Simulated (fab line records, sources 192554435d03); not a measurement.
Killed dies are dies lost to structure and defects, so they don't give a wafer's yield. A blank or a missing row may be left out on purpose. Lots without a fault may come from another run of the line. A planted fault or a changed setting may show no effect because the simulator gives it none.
fab line records | flow n5_finfet
record lots=4 wafers=12 last_day=17
route steps=1938 shown WELL_APT@50 PMOS_HMC_CHANNEL_EPI@57 BEOL_M4@1111 PASSIVATION@1936
lots that met no fault: from a run of the same line without faults
start_h: hours from the record's first day to the start of the lot's first wafer shown | wait_h: hours since the lot's step before | " the same as in the row above | L1.1+2: a row that stands for several wafers | - no value, or no start given | * or withheld: withheld | < > ~ a bound
route shown NAME@n: a module of which the file shows steps, and the number in the route of the first | usual: mean/standard deviation of fault-free wafers | same: alike in all rows | chamber/n: place in a boat | sites: the reading at each site | _std_site: their standard deviation | _edge_site: outer sites' mean less inner sites' | radius_mm: how far each site lies from the wafer's centre | mask NAME#n: copy n | behind: the tool/chamber that last shaped the wafer | hold: why the lot was held/for how many hours/how that ended | device: the transistor (n, p or np) that didn't switch | end of line: the same wafers' tests at the end of the route | a step without rows: its recipe alone | killed: dies lost to structure and defects at the first sort, not the wafer's yield | map: a wafer's dies, x killed, . not, _ none there
set.NAME: the setting as run; set.NAME@STEP: as run at that earlier step | model.NAME: the simulator's own value behind a step, which no gauge read
lots at some steps of the route; a table a step, a row a wafer
services: from which hour (start_h, from the record's first day; less than 0 if before it) a tool's chamber was out of use, for how many hours, and why
## steps
# step N5_WELL_APT_RTA_34
# recipe temp_c=1000 time_s=10 ambient=N2 idle_temp_c=600 ramp_up_c_per_s=150 ramp_down_c_per_s=60 cool_to_c=600
# step N5_WELL_APT_OXIDE_STRIP_42
# recipe chemistry=dHF dilution=25:1 time_s=45 temp_c=25 target=SiO2 target_depth_a=120
# step N5_WELL_APT_PRECLEAN_36
# recipe chemistry=O3/DIW time_s=45 temp_c=22 o3_ppm=10
# step N5_WELL_APT_PRECLEAN_39
# recipe chemistry=dHF time_s=60 dilution=150:1 temp_c=25
# step N5_WELL_APT_SRD_37
# recipe dry=ipa_marangoni do_ppb=5 time_s=30 temp_c=23 rinse_liquid=diw
# step N5_WELL_APT_EPI_41
# recipe material=Si target_thk_a=500 temp_c=650 precursor=SiH4/H2 pressure_torr=20 time_s=297.7
# step N5_PMOS_HMC_CHANNEL_EPI_HM_DEP_34
# recipe material=SiO2 target_thk_a=360 temp_c=400 precursor=TEOS/O2 pressure_torr=6.5 rf_w=900 teos_flow_sccm=161.4 gas=O2 flow_sccm=2650 time_s=6.9
# step N5_PMOS_HMC_CHANNEL_EPI_COAT_31
# recipe resist=BARC temp_c=205 time_s=60 spin_rpm=1500 resist_thk_nm=66
# step N5_PMOS_HMC_CHANNEL_EPI_COAT_03
# recipe resist=CAR-ArF-block spin_rpm=1500 resist_thk_nm=205
# step N5_PMOS_HMC_CHANNEL_EPI_EBR_05
# recipe solvent=PGMEA ebr_width_mm=1.5
# step N5_PMOS_HMC_CHANNEL_EPI_SOFTBAKE_04
# recipe temp_c=110 time_s=60 resist=CAR-ArF-block
# step N5_PMOS_HMC_CHANNEL_EPI_EXPOSE_06
# recipe mask_id=PMOS_HMC_BLK na=1.35 source_shape=conventional sigma_outer=0.8 polarization=unpolarized target_cd_nm=240 dose_mj=41
# usual exposure_dose_mJ_cm2=40.97/0.046
# columns lot.wafer tool chamber start_h wait_h mask exposure_dose_mJ_cm2
L745.1 arfi_scanner-02 0 72.28 - PMOS_HMC_BLK#0 40.94
L745.4 " 0 " " PMOS_HMC_BLK#0 40.99
L745.5 " 0 " " PMOS_HMC_BLK#0 41.00
L753.2 arfi_scanner-02 0 119.61 - PMOS_HMC_BLK#0 35.65
L753.4 " 0 " " PMOS_HMC_BLK#0 35.64
L753.5 " 0 " " PMOS_HMC_BLK#0 35.66
L754.3 arfi_scanner-02 0 125.23 - PMOS_HMC_BLK#0 36.73
L754.5 " 0 " " PMOS_HMC_BLK#0 36.75
L754.6 " 0 " " PMOS_HMC_BLK#0 36.67
L758.1 arfi_scanner-01 0 149.04 - PMOS_HMC_BLK#0 40.99
L758.2 " 0 " " PMOS_HMC_BLK#0 41.02
L758.3 " 0 " " PMOS_HMC_BLK#0 40.95
# step N5_PMOS_HMC_CHANNEL_EPI_PEB_07
# recipe peb_temp_c=110 peb_time_s=60 resist=CAR-ArF-block
# step N5_PMOS_HMC_CHANNEL_EPI_DEVELOP_08
# recipe develop_time_s=30 developer=TMAH resist=CAR-ArF-block dev_temp_c=23 rinse_liquid=diw dry=air_spin
# step N5_PMOS_HMC_CHANNEL_EPI_CD_MEAS_09
# recipe target_cd_nm=237.4 landing_energy_ev=500 detector=se_inlens
# usual cd_nm=237.6/0.94
# columns lot.wafer tool chamber start_h wait_h cd_nm
L745.1 cd_sem-02 0 72.40 - 237.5
L745.4 " 0 " " 237.7
L745.5 " 0 " " 237.9
L753.2 cd_sem-02 0 119.73 - 226.7
L753.4 " 0 " " 226.0
L753.5 " 0 " " 224.4
L754.3 cd_sem-01 0 125.35 - 229.7
L754.5 " 0 " " 230.2
L754.6 " 0 " " 230.1
L758.1 cd_sem-01 0 149.16 - 238.8
L758.2 " 0 " " 238.0
L758.3 " 0 " " 237.8
# step N5_PMOS_HMC_CHANNEL_EPI_DESCUM_14
# recipe chemistry=O2 time_s=7.9 source_power_w=50 bias_power_w=20 pressure_mtorr=20 rf_frequency_hz=2.712e+07 temp_c=40 resist=CAR-ArF-block o2_flow_sccm=225
# usual chamber_pressure_mTorr=20.001/0.02 drypump_motor_current_A=5.9/0.51 oes_product_au=0.75/0.042 rf_vpp_V=243.0/1.3 showerhead_plenum_p_Torr=2.09/0.086 throttle_valve_pct=20.43/0.18
# columns lot.wafer tool chamber start_h wait_h chamber_pressure_mTorr drypump_motor_current_A oes_product_au rf_hours_counter_h rf_vpp_V showerhead_plenum_p_Torr throttle_valve_pct model.PMOS_HMC_CHANNEL_EPI.cd_nm
L745.1 rie_diel-04 1 72.49 0.0 20.021 6.0 0.75 128 245.3 2.18 20.38 237.6
L745.4 " 0 " " 20.042 6.3 0.73 - 241.3 1.97 20.53 237.7
L745.5 " 1 " " 20.009 6.0 0.75 - 244.4 2.18 20.39 237.9
L753.2 rie_diel-03 1 119.81 0.0 19.980 6.4 0.72 164 242.7 2.11 20.73 226.7
L753.4 " 1 " " 20.011 6.4 0.73 - 243.9 2.11 20.72 225.8
L753.5 " 3 " " 19.970 5.3 0.74 - 242.0 2.00 20.61 224.6
L754.3 rie_diel-02 0 125.55 0.1 20.010 5.1 0.82 84 243.1 2.21 20.32 229.5
L754.5 " 2 " " 19.982 6.1 0.74 - 243.1 2.08 20.20 230.1
L754.6 " 1 " " 19.981 6.1 0.76 - 241.4 2.01 20.24 229.7
L758.1 rie_diel-04 2 149.25 0.0 19.988 5.4 0.76 143 244.6 2.09 20.35 238.6
L758.2 " 3 " " 20.028 6.0 0.71 169 244.2 2.19 20.51 237.8
L758.3 " 0 " " 20.045 6.3 0.72 204 241.6 1.97 20.57 238.3
# step N5_PMOS_HMC_CHANNEL_EPI_ETCH_32
# recipe chemistry=N2/H2 target=BARC stop_on=SiO2 target_depth_a=858 over_etch_frac=0.3 time_s=50.3 ion_energy_ev=200 mask_material=CAR-ArF-block pressure_mtorr=30 source_w=840 bias_w=150 n2_flow_sccm=200 h2_flow_sccm=200
# step N5_PMOS_HMC_CHANNEL_EPI_HM_OPEN_15
# recipe chemistry=CHF3/O2 target=SiO2 mask_material=CAR-ArF-block target_depth_a=406 CHF3_flow_sccm=50 O2_flow_sccm=5 Ar_flow_sccm=200 time_s=20.3 pressure_mtorr=30 source_w=650 bias_w=170 ion_energy_ev=200
# step N5_PMOS_HMC_CHANNEL_EPI_STRIP_33
# recipe chemistry=N2/H2 power_w=500 temp_c=40 pressure_mtorr=50 rf_frequency_hz=6e+07 overash_fraction=0.3 bias_power_w=8 h2_frac=0.5 n2_flow_sccm=300 h2_flow_sccm=300
# step N5_PMOS_HMC_CHANNEL_EPI_STRIP_17
# recipe chemistry=SPM time_s=750 temp_c=130 h2so4_h2o2_vol_ratio=4 dry=ipa_marangoni
# step N5_PMOS_HMC_CHANNEL_EPI_ETCH_38
# recipe chemistry=CF4 target=SiO2 target_depth_a=15 ion_energy_ev=350 pressure_mtorr=10 icp_w=800 bias_w=400 cf4_flow_sccm=80
# step N5_PMOS_HMC_CHANNEL_EPI_FIN_RECESS_16
# recipe chemistry=HBr/Cl2 target=Si mask_material=SiO2 target_depth_a=540 time_s=18 pressure_mtorr=10 icp_w=800 bias_w=75 HBr_flow_sccm=150 Cl2_flow_sccm=80
# usual chamber_pressure_mTorr=10.000/0.0093 drypump_motor_current_A=5.7/0.49 oes_product_au=0.994/0.012 throttle_valve_pct=35.48/0.29
# columns lot.wafer tool chamber start_h wait_h chamber_pressure_mTorr drypump_motor_current_A oes_product_au rf_hours_counter_h throttle_valve_pct model.PMOS_HMC_CHANNEL_EPI.cd_nm
L745.1 rie_si-04 0 72.95 0.0 10.009 5.6 0.988 124 35.59 241.5
L745.4 " 0 " " 10.006 5.6 0.983 - 35.60 240.3
L745.5 " 1 " " 9.981 5.1 1.001 - 35.19 241.8
L753.2 rie_si-06 1 120.27 0.0 9.993 6.7 0.992 23 35.64 230
L753.4 " 2 " " 10.000 6.2 0.995 11 35.33 228.3
L753.5 " 0 " " 9.999 6.2 0.990 - 35.52 227
L754.3 rie_si-06 0 126.00 0.0 9.998 6.2 1.003 84 35.52 232.7
L754.5 " 0 " " 10.000 6.2 0.996 - 35.51 232.5
L754.6 " 1 " " 9.997 6.7 0.984 - 35.65 232.3
L758.1 rie_si-04 0 149.71 0.0 9.995 5.6 0.990 125 35.57 241.1
L758.2 " 2 " " 10.007 5.8 1.015 3 35.58 241
L758.3 " 3 " " 10.000 4.9 0.984 54 35.84 240.2
# step N5_PMOS_HMC_CHANNEL_EPI_PRECLEAN_36
# recipe chemistry=O3/DIW time_s=45 temp_c=22 o3_ppm=10
# step N5_BEOL_M4_RC_MEAS_101
# usual DIBL_N=35.8/1.6 DIBL_P=36.0/2.1 IOFF_N=0.153/0.026 IOFF_P=0.21/0.037 ION_N=673/11 ION_P=462/7.6 SS_N=71.4/0.53 SS_P=73.2/0.67 VT_N=250/3.2 VT_P=-250/3.7
# columns lot.wafer tool chamber start_h wait_h DIBL_N[mV/V] DIBL_P[mV/V] IOFF_N[nA/um] IOFF_P[nA/um] ION_N[uA/um] ION_P[uA/um] SS_N[mV/dec] SS_P[mV/dec] VT_N[mV] VT_P[mV]
L745.1 prober-01 0 224.79 0.0 36.6 37.9 0.170 0.24 686 473 71.9 73.9 247 -249
L745.4 " 0 " " 36.3 37.9 0.173 0.23 692 468 71.4 73.4 246 -249
L745.5 " 0 " " 34.9 35.2 0.139 0.19 675 467 71.8 72.5 250 -251
L754.3 prober-02 0 274.92 0.3 37.6 35.7 0.163 0.19 676 459 72.4 72.8 249 -254
L754.5 " 0 " " 34.0 31.3 0.105 0.13 654 452 70.7 71.4 254 -257
L754.6 " 0 " " 36.4 35.3 0.141 0.17 670 455 71.8 73.0 251 -256
L753.2 prober-01 0 276.04 0.2 36.5 38.1 0.170 0.22 676 474 71.2 74.0 249 -250
L753.4 " 0 " " 32.1 32.4 0.097 0.14 646 445 70.9 72.8 257 -258
L753.5 " 0 " " 33.8 34.6 0.127 0.17 657 454 71.2 73.0 253 -255
L758.1 prober-01 0 302.14 0.0 31.6 30.1 0.090 0.13 651 448 70.3 71.3 256 -257
L758.2 " 0 " " 38.0 37.4 0.200 0.24 691 464 72.0 73.2 243 -247
L758.3 " 0 " " 37.5 38.7 0.195 0.24 688 469 71.7 74.2 247 -249
# step N5_PASSIVATION_PROBE_49
# usual defect_limited_yield=91.3/1.5 killed_at_M0_to_M3=33/12 killed_at_M4_up=13/5.2 killed_at_contacts=13/6.7 killed_at_front_end=40/11 killed_at_other=4.1/2.7 killed_dies=103/17 killed_on_rim=14/4.2 killed_open=69/13 killed_short=33/8.4 sort_bin_5_function=5.1/1 sort_bin_6_memory=3.2/0.62 sort_n_pass=1077/17 sort_yield_pct=91.3/1.5
# same gross_dies=1180 killed_at_back_side=0 sort_bin_4_leakage[%]=0 sort_bin_8_speed[%]=0
# columns lot.wafer tool chamber start_h wait_h defect_limited_yield[%] killed_at_M0_to_M3 killed_at_M4_up killed_at_contacts killed_at_front_end killed_at_other killed_dies killed_on_rim killed_open killed_short sort_bin_5_function[%] sort_bin_6_memory[%] sort_n_pass sort_yield_pct[%]
L753.2 prober-02 - 388.20 0.1 91.5 29 16 14 38 3 100 15 65 31 4.4 3.1 1080 91.5
L753.4 prober-02 - 388.30 0.2 92.9 38 11 5 25 5 84 15 52 32 4.0 2.8 1096 92.9
L753.5 prober-02 - 388.35 0.2 92.7 24 9 12 39 2 86 9 57 29 4.1 3.1 1094 92.7
# killed by level:class
L753.2 FIN_SAQP:geometric_particle:open=15 MOL_CONTACT_COAG:geometric_particle:open=13 FIN_SAQP:geometric_particle:short=11 BEOL_M2:geometric_particle:open=7 BEOL_M3:geometric_particle:open=6 BEOL_M4:geometric_particle:open=6 BEOL_M1:geometric_particle:short=4 BEOL_M3:geometric_particle:short=4
L753.4 BEOL_M3:geometric_particle:open=9 BEOL_M1:geometric_particle:open=8 BEOL_M4:geometric_particle:open=7 BEOL_M0_SAQP:geometric_particle:short=6 BEOL_M2:geometric_particle:open=5 FIN_SAQP:geometric_particle:short=4 BEOL_M3:geometric_particle:short=4 FIN_SAQP:geometric_particle:open=3
L753.5 BEOL_M2:geometric_particle:open=10 FIN_SAQP:geometric_particle:open=9 DUMMY_GATE:geometric_particle:open=9 FIN_SAQP:geometric_particle:short=8 MOL_CONTACT_COAG:geometric_particle:open=7 MOL_CONTACT_COAG:geometric_particle:short=5 BEOL_M1:geometric_particle:open=5 STARTING-WAFER:geometric_particle:open=5
## services
# columns tool chamber start_h hours kind
arfi_scanner-02 - 49.23 1.3 pm
rie_diel-02 - 53.02 14.6 pm
rie_diel-03 1 57.34 23.6 repair
rie_diel-04 3 60.92 12.0 repair
arfi_scanner-02 - 64.33 0.8 pm
arfi_scanner-02 - 67.19 3.0 pm
rie_si-04 2 67.54 8.4 repair
rie_diel-02 2 69.71 3.8 repair
rie_diel-02 1 71.07 1.3 repair
arfi_scanner-02 - 88.64 0.9 repair
arfi_scanner-01 - 88.73 0.8 pm
arfi_scanner-01 - 92.50 1.0 repair
rie_diel-02 - 104.66 0.8 repair
arfi_scanner-02 - 109.68 1.0 pm
rie_si-06 - 117.12 2.8 pm
rie_diel-04 - 117.44 2.2 repair
arfi_scanner-01 - 119.30 1.3 pm
rie_diel-03 2 119.39 6.6 repair
arfi_scanner-01 - 120.60 0.8 pm
arfi_scanner-01 - 123.97 4.9 pm
arfi_scanner-02 - 124.70 0.4 repair
rie_diel-02 - 126.83 2.8 pm
rie_si-04 3 136.60 6.8 repair
arfi_scanner-02 - 146.50 6.0 pm
## key
first_sign step=N5_PMOS_HMC_CHANNEL_EPI_EXPOSE_06 reading=exposure_dose_mJ_cm2 direction=down sigmas=99+ usual=40.97 struck=36.18
effect step=N5_PMOS_HMC_CHANNEL_EPI_CD_MEAS_09 reading=cd_nm direction=down sigmas=10 usual=237.6 struck=227.8 through=control_loop
model_effect step=N5_PMOS_HMC_CHANNEL_EPI_DESCUM_14 value=PMOS_HMC_CHANNEL_EPI.cd_nm without=237.5 struck=227.7
model_effect step=N5_PMOS_HMC_CHANNEL_EPI_FIN_RECESS_16 value=PMOS_HMC_CHANNEL_EPI.cd_nm without=240.3 struck=230.5
met_at N5_PMOS_HMC_CHANNEL_EPI_EXPOSE_06
struck_wafers L753.2,L753.4,L753.5,L754.3,L754.5,L754.6
loop_trim step=N5_PMOS_HMC_CHANNEL_EPI_EXPOSE_06 setting=dose lots=L754
onset_between 72.28 119.61
fault kind=process_parameter_drift tool=arfi_scanner-02 chamber=- onset_h=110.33 steps=N5_PMOS_HMC_CHANNEL_EPI_EXPOSE_06 channel=dose_mj offset=-5.3098 shape=step acts_in=these_recipes_only stated=41
# loop_trim: a control loop set the setting to another value than it would have without faults
